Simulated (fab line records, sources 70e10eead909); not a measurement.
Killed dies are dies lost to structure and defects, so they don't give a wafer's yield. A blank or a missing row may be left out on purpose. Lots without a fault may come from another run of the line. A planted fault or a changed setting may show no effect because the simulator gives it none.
Chamber matching | flow nand_harc | NHARC_A_M1_DEP_33 on pecvd-01: 3 sister chambers
The step deposits SiCN, target thk 30 nm. 18 wafers are shown with their chamber, then 9 later ones without.

WAFERS WITH THEIR CHAMBER
wafer  | chamber | heater_power_w (W)
L075.1 | 2       | 465
L075.3 | 0       | 644
L075.5 | 2       | 461
L078.1 | 1       | 520
L078.2 | 2       | 504
L078.3 | 0       | 664
L077.2 | 0       | 690
L077.4 | 0       | 708
L077.6 | 2       | 526
L081.1 | 1       | 594
L081.3 | 0       | 721
L081.5 | 2       | 545
L083.1 | 0       | 662
L083.2 | 1       | 550
L083.6 | 0       | 664
L082.1 | 1       | 496
L082.2 | 2       | 508
L082.3 | 0       | 699

SIGNATURES (means of the wafers above)
reading        | chamber 0 | chamber 1 | chamber 2 | scatter within a chamber
heater_power_w | 681.50    | 540.00    | 501.50    | 32.6
Rule: a wafer's distance from a chamber is the root of the sum, over the readings, of the square of ((its reading less the chamber's mean) divided by the reading's scatter). The wafer belongs to the nearest chamber; if the next one is less than 2 further off, it can't be placed. The scatter: the root of (the sum of the squares of (reading less its chamber's mean) over the shown wafers, divided by (wafers less chambers)).

WAFERS WITHOUT THEIR CHAMBER
wafer  | heater_power_w (W)
L086.1 | 669
L086.2 | 558
L086.5 | 666
L091.2 | 640
L091.3 | 447
L091.4 | 689
L096.1 | 602
L096.2 | 501
L096.5 | 664

WHICH CHAMBER EACH WENT THROUGH
wafer  | from the rows above          | in truth
L086.1 | 0                            | 0
L086.2 | can't be placed: 1 or 2      | 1
L086.5 | 0                            | 0
L091.2 | can't be placed: 0 or 1      | 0
L091.3 | can't be placed: 2 or 1      | 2
L091.4 | 0                            | 0
L096.1 | can't be placed: 1 or 0 or 2 | 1
L096.2 | can't be placed: 2 or 1      | 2
L096.5 | 0                            | 0
Placed correctly: 4 of 9. Can't be placed from these rows: 5 (the true chamber is among the candidates in 5). Placed wrongly: 0.
